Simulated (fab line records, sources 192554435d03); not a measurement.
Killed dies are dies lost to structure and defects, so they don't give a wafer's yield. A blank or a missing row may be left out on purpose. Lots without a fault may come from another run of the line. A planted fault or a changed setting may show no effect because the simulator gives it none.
fab line records | flow n5_finfet
record lots=7 wafers=21
route steps=1938 shown ZERO_LAYER@6 PMOS_HMC_CHANNEL_EPI@57 FIN_SAQP@102
start_h: hours from the record's first day to the start of the lot's first wafer shown | wait_h: hours since the lot's step before | " the same as in the row above | L1.1+2: a row that stands for several wafers | - no value, or no start given | * or withheld: withheld | < > ~ a bound
route shown NAME@n: a module of which the file shows steps, and the number in the route of the first | usual: mean/standard deviation of fault-free wafers | same: alike in all rows | chamber/n: place in a boat | sites: the reading at each site | _std_site: their standard deviation | _edge_site: outer sites' mean less inner sites' | radius_mm: how far each site lies from the wafer's centre | mask NAME#n: copy n | behind: the tool/chamber that last shaped the wafer | hold: why the lot was held/for how many hours/how that ended | device: the transistor (n, p or np) that didn't switch | end of line: the same wafers' tests at the end of the route | a step without rows: its recipe alone | killed: dies lost to structure and defects at the first sort, not the wafer's yield | map: a wafer's dies, x killed, . not, _ none there
set.NAME: the setting as run; set.NAME@STEP: as run at that earlier step | model.NAME: the simulator's own value behind a step, which no gauge read
lots whose settings were changed on purpose; a table a step, a row a wafer
## steps
# step N5_ZERO_LAYER_COAT_05
# recipe spin_rpm=1500 resist_thk_nm=1000
# columns lot.wafer tool chamber start_h wait_h set.spin_rpm model.coat_of_ZERO_LAYER_COAT_05.thk_nm
L079.1 litho_track-02 0 - - 1500 1001
L079.2 " 0 " " 1354 1054
L079.3 " 0 " " 1354 1052
L083.1 litho_track-02 0 - - 1385 1045
L083.3 " 0 " " 1385 1042
L083.6 " 0 " " 1500 1002
L085.1 litho_track-02 0 - - 1500 1000
L085.5 " 0 " " 1500 1003
L085.6 " 0 " " 1500 999
L086.2 litho_track-05 0 - - 1500 994.6
L086.4 " 0 " " 1339 1053
L086.6 " 0 " " 1339 1056
L089.1 litho_track-04 0 - - 1500 999.8
L089.3 " 0 " " 1500 1001
L089.5 " 0 " " 1500 1000
L093.1 litho_track-02 0 - - 1500 1004
L093.4 " 0 " " 1500 1005
L093.6 " 0 " " 1375 1048
L096.1 litho_track-02 0 - - 1500 999.3
L096.3 " 0 " " 1425 1028
L096.5 " 0 " " 1500 999
# step N5_ZERO_LAYER_EXPOSE_08
# recipe mask_id=ZERO na=0.55 source_shape=conventional sigma_outer=0.8 polarization=unpolarized defocus_nm=0 target_cd_nm=2000 dose_mj=16.2
# columns lot.wafer tool chamber start_h wait_h mask set.dose_mj
L079.1 krf_scanner-02 0 42.46 - ZERO#0 16.2
L079.2+3 " 0 " " ZERO#0 17.33
L083.1+3+6 krf_scanner-02 0 66.59 - ZERO#0 16.2
L085.1 krf_scanner-01 0 78.59 - ZERO#0 16.2
L085.5+6 " 0 " " ZERO#0 17.16
L086.2 krf_scanner-01 0 84.47 - ZERO#0 17.3
L086.4+6 " 0 " " ZERO#0 16.2
L089.1+3+5 krf_scanner-01 0 102.46 - ZERO#0 16.2
L093.1+4+6 krf_scanner-02 0 126.59 - ZERO#0 16.2
L096.1+3+5 krf_scanner-01 0 144.61 - ZERO#0 16.2
# step N5_ZERO_LAYER_PEB_09
# recipe peb_temp_c=withheld peb_time_s=*
# step N5_ZERO_LAYER_DEVELOP_10
# recipe develop_time_s=60 rinse_liquid=diw dry=air_spin dev_temp_c=21
# step N5_ZERO_LAYER_HARDBAKE_23
# recipe temp_c=130 time_s=120
# step N5_ZERO_LAYER_CD_MEAS_11
# recipe target_cd_nm=2000 landing_energy_ev=500 detector=se_inlens
# usual cd_nm=2000.3/1.6
# columns lot.wafer tool chamber start_h wait_h set.dose_mj@ZERO_LAYER_EXPOSE_08 cd_nm
L079.1 cd_sem-03 0 42.64 - 16.2 1999.0
L079.2 " 0 " " 17.33 2011.8
L079.3 " 0 " " 17.33 2011.5
L083.1 cd_sem-02 0 66.77 - 16.2 1998.1
L083.3 " 0 " " 16.2 2000.8
L083.6 " 0 " " 16.2 1999.7
L085.1 cd_sem-01 0 78.77 - 16.2 2001.4
L085.5 " 0 " " 17.16 2010.7
L085.6 " 0 " " 17.16 2011.5
L086.2 cd_sem-01 0 84.64 - 17.3 2012.4
L086.4 " 0 " " 16.2 1996.7
L086.6 " 0 " " 16.2 1996.8
L089.1 cd_sem-03 0 102.64 - 16.2 2003.1
L089.3 " 0 " " 16.2 2001.2
L089.5 " 0 " " 16.2 2001.1
L093.1 cd_sem-01 0 126.77 - 16.2 2000.3
L093.4 " 0 " " 16.2 2002.5
L093.6 " 0 " " 16.2 2001.8
L096.1 cd_sem-03 0 144.79 - 16.2 1999.8
L096.3 " 0 " " 16.2 1999.0
L096.5 " 0 " " 16.2 1999.2
# step N5_ZERO_LAYER_DESCUM_16
# recipe chemistry=O2 time_s=7.9 source_power_w=50 bias_power_w=20 pressure_mtorr=20 rf_frequency_hz=2.712e+07 temp_c=40 o2_flow_sccm=225
# columns lot.wafer tool chamber start_h wait_h set.dose_mj@ZERO_LAYER_EXPOSE_08 model.ZERO_LAYER.cd_nm
L079.1 rie_diel-03 1 42.68 0.0 16.2 1999
L079.2 " 2 " " 17.33 2011
L079.3 " 0 " " 17.33 2012
L083.1 rie_diel-06 3 66.81 0.0 16.2 1999
L083.3 " 0 " " 16.2 2001
L083.6 " 3 " " 16.2 2000
L085.1 rie_diel-03 3 78.80 0.0 16.2 2001
L085.5+6 " 0,2 " " 17.16 2011
L086.2 rie_diel-01 1 84.92 0.3 17.3 2012
L086.4+6 " 2 " " 16.2 1997
L089.1 rie_diel-03 2 102.68 0.0 16.2 2003
L089.3+5 " 1 " " 16.2 2001
L093.1 rie_diel-01 3 126.85 0.1 16.2 2000
L093.4 " 1 " " 16.2 2003
L093.6 " 0 " " 16.2 -
L096.1+5 rie_diel-06 3 146.20 1.4 16.2 2000
L096.3 " 1 " " 16.2 1999
# step N5_ZERO_LAYER_ETCH_17
# recipe chemistry=CF4 target=SiO2 target_depth_a=120 time_s=13.3 ion_energy_ev=350 pressure_mtorr=40 source_w=450 bias_w=215 Ar_flow_sccm=100 cf4_flow_sccm=100
# columns lot.wafer tool chamber start_h wait_h set.spin_rpm@ZERO_LAYER_COAT_05 model.coat_of_ZERO_LAYER_COAT_05.thk_nm
L079.1 rie_diel-03 1 42.71 0.0 1500 971.3
L079.2 " 2 " " 1354 1024
L079.3 " 0 " " 1354 1022
L083.1 rie_diel-06 3 66.84 0.0 1385 1015
L083.3 " 0 " " 1385 1012
L083.6 " 3 " " 1500 972.2
L085.1 rie_diel-03 3 78.84 0.0 1500 970.7
L085.5 " 0 " " 1500 973
L085.6 " 2 " " 1500 969.4
L086.2 rie_diel-01 1 84.95 0.0 1500 965
L086.4 " 2 " " 1339 1023
L086.6 " 2 " " 1339 1027
L089.1 rie_diel-03 2 102.71 0.0 1500 970.4
L089.3 " 1 " " 1500 971.1
L089.5 " 1 " " 1500 970.6
L093.1 rie_diel-01 3 126.88 0.0 1500 974.8
L093.4 " 1 " " 1500 975.5
L093.6 " 0 " " 1375 1019
L096.1 rie_diel-06 3 146.23 0.0 1500 969.7
L096.3 " 1 " " 1425 998.8
L096.5 " 3 " " 1500 969.3
# step N5_ZERO_LAYER_ETCH_18
# recipe chemistry=HBr/Cl2 target=Si target_depth_a=1200 time_s=40 pressure_mtorr=10 icp_w=800 bias_w=75 HBr_flow_sccm=150 Cl2_flow_sccm=80
# step N5_ZERO_LAYER_STRIP_24
# recipe chemistry=O2 power_w=1000 temp_c=250 overash_fraction=0.3 pressure_mtorr=1000 o2_flow_sccm=6750
# usual strip_time_to_endpoint_s=43.85/0.1
# columns lot.wafer tool chamber start_h wait_h set.spin_rpm@ZERO_LAYER_COAT_05 strip_time_to_endpoint_s
L079.1 plasma_asher-02 1 42.89 0.1 1500 43.89
L079.2 " 0 " " 1354 45.46
L079.3 " 0 " " 1354 45.41
L083.1 plasma_asher-02 1 67.02 0.1 1385 45.19
L083.3 " 1 " " 1385 45.08
L083.6 " 0 " " 1500 43.89
L085.1 plasma_asher-01 1 79.02 0.1 1500 43.86
L085.5 " 1 " " 1500 43.91
L085.6 " 0 " " 1500 43.83
L086.2 plasma_asher-02 1 85.14 0.1 1500 43.68
L086.4 " 1 " " 1339 45.44
L086.6 " 0 " " 1339 45.53
L089.1 plasma_asher-01 0 102.93 0.1 1500 43.86
L089.3 " 0 " " 1500 43.87
L089.5 " 1 " " 1500 43.89
L093.1 plasma_asher-01 1 127.06 0.1 1500 43.98
L093.4 " 0 " " 1500 44.03
L093.6 " 1 " " 1375 45.33
L096.1 plasma_asher-02 0 146.41 0.1 1500 43.85
L096.3 " 1 " " 1425 44.71
L096.5 " 0 " " 1500 43.83
# step N5_PMOS_HMC_CHANNEL_EPI_HM_DEP_34
# recipe material=SiO2 target_thk_a=360 temp_c=400 precursor=TEOS/O2 pressure_torr=6.5 rf_w=900 teos_flow_sccm=161.4 gas=O2 flow_sccm=2650 time_s=6.9
# columns lot.wafer tool chamber start_h wait_h set.time_s model.SiO2_of_PMOS_HMC_CHANNEL_EPI_HM_DEP_34.thk_nm
L079.1 pecvd-02 2 46.80 0.0 6.334 32.62
L079.2 " 0 " " 6.334 33
L079.3 " 1 " " 6.9 35.71
L083.1 pecvd-02 1 70.87 0.0 6.9 35.85
L083.3 " 2 " " 7.912 40.39
L083.6 " 2 " " 7.912 41.19
L085.1 pecvd-02 1 83.29 0.0 7.455 38.27
L085.5 " 0 " " 6.9 36.28
L085.6 " 2 " " 6.9 35.53
L086.2 pecvd-03 1 89.18 0.0 6.024 31.01
L086.4 " 1 " " 6.9 35.53
L086.6 " 2 " " 6.024 31.92
L089.1 pecvd-02 2 106.72 0.0 6.9 35.5
L089.3 " 0 " " 6.9 35.75
L089.5 " 1 " " 6.9 36.59
L093.1 pecvd-02 1 131.05 0.0 6.9 35.87
L093.4 " 0 " " 7.896 40.52
L093.6 " 2 " " 6.9 35.57
L096.1 pecvd-03 0 152.17 0.0 6.9 35.15
L096.3 " 1 " " 6.9 35.61
L096.5 " 2 " " 6.9 36.42
# step N5_PMOS_HMC_CHANNEL_EPI_EXPOSE_06
# recipe mask_id=PMOS_HMC_BLK na=1.35 source_shape=conventional sigma_outer=0.8 polarization=unpolarized target_cd_nm=240 dose_mj=41
# columns lot.wafer tool chamber start_h wait_h mask set.dose_mj
L079.1+3 arfi_scanner-03 0 46.95 - PMOS_HMC_BLK#0 41
L079.2 " 0 " " PMOS_HMC_BLK#0 41.86
L083.1+3 arfi_scanner-03 0 71.03 - PMOS_HMC_BLK#0 41
L083.6 " 0 " " PMOS_HMC_BLK#0 38.71
L085.1+5+6 arfi_scanner-02 0 83.57 - PMOS_HMC_BLK#0 41
L086.2+4+6 arfi_scanner-02 0 89.34 - PMOS_HMC_BLK#0 41
L089.1+3+5 arfi_scanner-01 0 107.01 - PMOS_HMC_BLK#0 41
L093.1+4+6 arfi_scanner-01 0 131.34 - PMOS_HMC_BLK#0 41
L096.1 arfi_scanner-02 0 152.33 - PMOS_HMC_BLK#0 43.38
L096.3+5 " 0 " " PMOS_HMC_BLK#0 41
# step N5_PMOS_HMC_CHANNEL_EPI_PEB_07
# recipe peb_temp_c=110 peb_time_s=60 resist=CAR-ArF-block
# step N5_PMOS_HMC_CHANNEL_EPI_DEVELOP_08
# recipe develop_time_s=30 developer=TMAH resist=CAR-ArF-block dev_temp_c=23 rinse_liquid=diw dry=air_spin
# step N5_PMOS_HMC_CHANNEL_EPI_CD_MEAS_09
# recipe target_cd_nm=237.4 landing_energy_ev=500 detector=se_inlens
# usual cd_nm=237.4/0.98
# columns lot.wafer tool chamber start_h wait_h set.dose_mj@PMOS_HMC_CHANNEL_EPI_EXPOSE_06 cd_nm
L079.1 cd_sem-02 0 47.08 - 41 239.6
L079.2 " 0 " " 41.86 241.7
L079.3 " 0 " " 41 238.5
L083.1 cd_sem-01 0 71.15 - 41 238.5
L083.3 " 0 " " 41 237.9
L083.6 " 0 " " 38.71 234.0
L085.1 cd_sem-01 0 83.70 - 41 237.9
L085.5 " 0 " " 41 237.3
L085.6 " 0 " " 41 237.5
L086.2 cd_sem-01 0 89.46 - 41 235.8
L086.4 " 0 " " 41 237.0
L086.6 " 0 " " 41 236.6
L089.1 cd_sem-02 0 107.13 - 41 237.5
L089.3 " 0 " " 41 236.6
L089.5 " 0 " " 41 237.9
L093.1 cd_sem-02 0 131.46 - 41 237.2
L093.4 " 0 " " 41 237.3
L093.6 " 0 " " 41 236.3
L096.1 cd_sem-01 0 152.45 - 43.38 241.4
L096.3 " 0 " " 41 237.2
L096.5 " 0 " " 41 237.3
# step N5_PMOS_HMC_CHANNEL_EPI_DESCUM_14
# recipe chemistry=O2 time_s=7.9 source_power_w=50 bias_power_w=20 pressure_mtorr=20 rf_frequency_hz=2.712e+07 temp_c=40 resist=CAR-ArF-block o2_flow_sccm=225
# columns lot.wafer tool chamber start_h wait_h set.dose_mj@PMOS_HMC_CHANNEL_EPI_EXPOSE_06 model.PMOS_HMC_CHANNEL_EPI.cd_nm
L079.1 rie_diel-03 1 47.19 0.1 41 239.8
L079.2 " 0 " " 41.86 241.5
L079.3 " 2 " " 41 238.5
L083.1 rie_diel-03 0 71.24 0.0 41 238.6
L083.3 " 2 " " 41 238.4
L083.6 " 2 " " 38.71 233.9
L085.1 rie_diel-01 0 83.78 0.0 41 237.6
L085.5 " 1 " " 41 237.5
L085.6 " 2 " " 41 237.7
L086.2 rie_diel-06 2 89.55 0.0 41 235.9
L086.4 " 1 " " 41 236.9
L086.6 " 1 " " 41 236.7
L089.1 rie_diel-01 0 107.22 0.0 41 237.3
L089.3 " 1 " " 41 236.9
L089.5 " 3 " " 41 237.9
L093.1+4 rie_diel-03 2,3 142.70 0.0 41 237.3
L093.6 " 1 " " 41 236.4
L096.1 rie_diel-01 1 152.54 0.0 43.38 241.8
L096.3 " 3 " " 41 237.5
L096.5 " 1 " " 41 237.3
# step N5_PMOS_HMC_CHANNEL_EPI_ETCH_32
# recipe chemistry=N2/H2 target=BARC stop_on=SiO2 target_depth_a=858 over_etch_frac=0.3 time_s=50.3 ion_energy_ev=200 mask_material=CAR-ArF-block pressure_mtorr=30 source_w=840 bias_w=150 n2_flow_sccm=200 h2_flow_sccm=200
# step N5_PMOS_HMC_CHANNEL_EPI_HM_OPEN_15
# recipe chemistry=CHF3/O2 target=SiO2 mask_material=CAR-ArF-block target_depth_a=406 CHF3_flow_sccm=50 O2_flow_sccm=5 Ar_flow_sccm=200 time_s=20.3 pressure_mtorr=30 source_w=650 bias_w=170 ion_energy_ev=200
# columns lot.wafer tool chamber start_h wait_h set.dose_mj@PMOS_HMC_CHANNEL_EPI_EXPOSE_06 model.PMOS_HMC_CHANNEL_EPI.cd_nm
L079.1 rie_diel-03 1 47.27 0.0 41 243
L079.2 " 0 " " 41.86 243.4
L079.3 " 2 " " 41 240.8
L083.1 rie_diel-03 0 71.32 0.0 41 240.2
L083.3 " 2 " " 41 239.9
L083.6 " 2 " " 38.71 235.4
L085.1 rie_diel-01 0 83.86 0.0 41 239.3
L085.5 " 1 " " 41 240.4
L085.6 " 2 " " 41 239.7
L086.2 rie_diel-06 2 89.62 0.0 41 238.7
L086.4+6 " 1 " " 41 239.9
L089.1 rie_diel-01 0 107.30 0.0 41 239.3
L089.3 " 1 " " 41 239.5
L089.5 " 3 " " 41 240.3
L093.1 rie_diel-03 2 142.78 0.0 41 239.3
L093.4 " 3 " " 41 240.4
L093.6 " 1 " " 41 238.9
L096.1 rie_diel-01 1 152.62 0.0 43.38 244.8
L096.3 " 3 " " 41 240.2
L096.5 " 1 " " 41 240.4
# step N5_FIN_SAQP_HM_DEP_72
# recipe material=SiO2 target_thk_a=120 temp_c=400 precursor=SiH4/N2O pressure_torr=0.75 rf_w=275 time_s=7.2
# columns lot.wafer tool chamber start_h wait_h set.time_s model.SiO2_of_FIN_SAQP_HM_DEP_72.thk_nm
L079.1 pecvd-02 1 50.92 0.0 7.2 11.86
L079.2 " 2 " " 7.2 12
L079.3 " 0 " " 7.2 12.13
L083.1 pecvd-02 1 75.50 0.0 7.2 11.97
L083.3 " 2 " " 6.893 11.44
L083.6 " 1 " " 6.893 11.38
L085.1 pecvd-03 1 87.83 0.0 7.2 12.08
L085.5 " 1 " " 7.881 13.41
L085.6 " 0 " " 7.2 12
L086.2 pecvd-02 1 96.02 0.0 7.2 11.71
L086.4 " 0 " " 7.2 11.99
L086.6 " 1 " " 7.2 12.08
L089.1 pecvd-03 0 110.91 0.0 7.2 11.96
L089.3 " 1 " " 7.2 12.19
L089.5 " 1 " " 7.2 12.2
L093.1 pecvd-01 2 147.63 0.0 6.267 10.35
L093.4 " 0 " " 7.2 12.1
L093.6 " 2 " " 7.2 12.06
L096.1 pecvd-03 0 157.58 0.0 7.2 12.07
L096.3 " 1 " " 7.2 12.17
L096.5 " 1 " " 8.193 13.93
# step N5_FIN_SAQP_PEB_14
# recipe peb_temp_c=withheld peb_time_s=60 resist=CAR-ArF
# columns lot.wafer tool chamber start_h wait_h set.peb_time_s
L079.1+3 litho_track-05 0 51.30 0.1 60
L079.2 " 0 " " 68.13
L083.1+6 litho_track-05 0 75.78 0.1 52.68
L083.3 " 0 " " 60
L085.1+5 litho_track-05 0 88.09 0.1 60
L085.6 " 0 " " 66.11
L086.2+6 litho_track-01 0 96.28 0.0 60
L086.4 " 0 " " 64.92
L089.1+3+5 litho_track-05 0 111.29 0.1 60
L093.1+4 litho_track-05 0 148.01 0.1 60
L093.6 " 0 " " 55.42
L096.1+3 litho_track-01 0 157.96 0.1 60
L096.5 " 0 " " 64.25
# step N5_FIN_SAQP_DEVELOP_15
# recipe develop_time_s=30 developer=TMAH resist=CAR-ArF dev_temp_c=23 rinse_liquid=diw dry=air_spin
# step N5_FIN_SAQP_CD_MEAS_16
# recipe target_cd_nm=35.6 landing_energy_ev=500 detector=se_inlens
# usual cd_nm=35.45/0.25
# columns lot.wafer tool chamber start_h wait_h set.peb_time_s@FIN_SAQP_PEB_14 cd_nm
L079.1 cd_sem-01 0 51.37 - 60 35.25
L079.2 " 0 " " 68.13 34.04
L079.3 " 0 " " 60 35.20
L083.1 cd_sem-01 0 75.85 - 52.68 37.07
L083.3 " 0 " " 60 35.22
L083.6 " 0 " " 52.68 37.23
L085.1 cd_sem-01 0 88.16 - 60 35.19
L085.5 " 0 " " 60 35.34
L085.6 " 0 " " 66.11 34.31
L086.2 cd_sem-01 0 96.35 - 60 35.49
L086.4 " 0 " " 64.92 33.91
L086.6 " 0 " " 60 35.26
L089.1 cd_sem-01 0 111.36 - 60 35.88
L089.3 " 0 " " 60 35.27
L089.5 " 0 " " 60 35.46
L093.1 cd_sem-01 0 148.07 - 60 35.90
L093.4 " 0 " " 60 35.97
L093.6 " 0 " " 55.42 36.70
L096.1 cd_sem-02 0 158.02 - 60 35.31
L096.3 " 0 " " 60 35.08
L096.5 " 0 " " 64.25 34.27
# step N5_FIN_SAQP_ETCH_52
# recipe chemistry=N2/H2 target=SOC target_depth_a=1000 overetch_a=200 mask_material=SiARC temp_c=40 time_s=150 ion_energy_ev=200 pressure_mtorr=30 source_w=840 bias_w=150 n2_flow_sccm=200 h2_flow_sccm=200 ends=end_point
# step N5_FIN_SAQP_STRIP_53
# recipe chemistry=N2/H2 temp_c=40 n2_flow_sccm=200 h2_flow_sccm=200 rf_frequency_hz=6e+07
# step N5_FIN_SAQP_HM_OPEN_73
# recipe chemistry=CHF3/O2 target=SiO2 stop_on=a-Si target_depth_a=120 over_etch_frac=1.8 mask_material=SOC time_s=16.8 pressure_mtorr=30 source_w=650 bias_w=170 Ar_flow_sccm=200 CHF3_flow_sccm=50 O2_flow_sccm=5 ion_energy_ev=200 ends=end_point
# columns lot.wafer tool chamber start_h wait_h set.time_s@FIN_SAQP_HM_DEP_72 model.etch.depth_nm
L079.1 rie_diel-02 2 51.71 0.0 7.2 11.86
L079.2 " 0 " " 7.2 12
L079.3 " 3 " " 7.2 12.13
L083.1 rie_diel-05 2 76.47 0.0 7.2 11.97
L083.3 " 0 " " 6.893 11.44
L083.6 " 2 " " 6.893 11.38
L085.1 rie_diel-04 3 88.45 0.0 7.2 12.08
L085.5 " 2 " " 7.881 13.41
L085.6 " 3 " " 7.2 12
L086.2 rie_diel-02 1 96.64 0.0 7.2 11.71
L086.4 " 0 " " 7.2 11.99
L086.6 " 2 " " 7.2 12.08
L089.1 rie_diel-02 1 111.72 0.0 7.2 11.96
L089.3 " 3 " " 7.2 12.19
L089.5 " 1 " " 7.2 12.2
L093.1 rie_diel-05 3 149.78 0.0 6.267 10.35
L093.4 " 1 " " 7.2 12.1
L093.6 " 0 " " 7.2 12.06
L096.1 rie_diel-05 0 158.32 0.0 7.2 12.07
L096.3 " 1 " " 7.2 12.17
L096.5 " 3 " " 8.193 13.93
## key
split step=N5_ZERO_LAYER_COAT_05 setting=spin_rpm stated=1500 by=wafer
response step=N5_ZERO_LAYER_COAT_05 reading=model.coat_of_ZERO_LAYER_COAT_05.thk_nm change=-5.43 per=1% r=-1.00
response step=N5_ZERO_LAYER_ETCH_17 reading=model.coat_of_ZERO_LAYER_COAT_05.thk_nm change=-5.45 per=1% r=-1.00
response step=N5_ZERO_LAYER_STRIP_24 reading=strip_time_to_endpoint_s change=* per=1% r=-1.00
split step=N5_ZERO_LAYER_EXPOSE_08 setting=dose_mj stated=16.2 by=wafer
response step=N5_ZERO_LAYER_CD_MEAS_11 reading=cd_nm change=+1.94 per=1% r=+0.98
response step=N5_ZERO_LAYER_DESCUM_16 reading=model.ZERO_LAYER.cd_nm change=+1.9 per=1% r=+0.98
split step=N5_PMOS_HMC_CHANNEL_EPI_HM_DEP_34 setting=time_s stated=6.9 by=wafer
response step=N5_PMOS_HMC_CHANNEL_EPI_HM_DEP_34 reading=model.SiO2_of_PMOS_HMC_CHANNEL_EPI_HM_DEP_34.thk_nm change=+0.329 per=1% r=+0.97
split step=N5_PMOS_HMC_CHANNEL_EPI_EXPOSE_06 setting=dose_mj stated=41 by=wafer
response step=N5_PMOS_HMC_CHANNEL_EPI_CD_MEAS_09 reading=cd_nm change=+0.767 per=1% r=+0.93
response step=N5_PMOS_HMC_CHANNEL_EPI_DESCUM_14 reading=model.PMOS_HMC_CHANNEL_EPI.cd_nm change=+0.81 per=1% r=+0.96
response step=N5_PMOS_HMC_CHANNEL_EPI_HM_OPEN_15 reading=model.PMOS_HMC_CHANNEL_EPI.cd_nm change=+0.801 per=1% r=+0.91
split step=N5_FIN_SAQP_HM_DEP_72 setting=time_s stated=7.2 by=wafer
response step=N5_FIN_SAQP_HM_DEP_72 reading=model.SiO2_of_FIN_SAQP_HM_DEP_72.thk_nm change=+0.135 per=1% r=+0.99
response step=N5_FIN_SAQP_HM_OPEN_73 reading=model.etch.depth_nm change=+0.135 per=1% r=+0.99
split step=N5_FIN_SAQP_PEB_14 setting=peb_time_s stated=60 by=wafer
response step=N5_FIN_SAQP_CD_MEAS_16 reading=cd_nm change=-0.121 per=1% r=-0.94
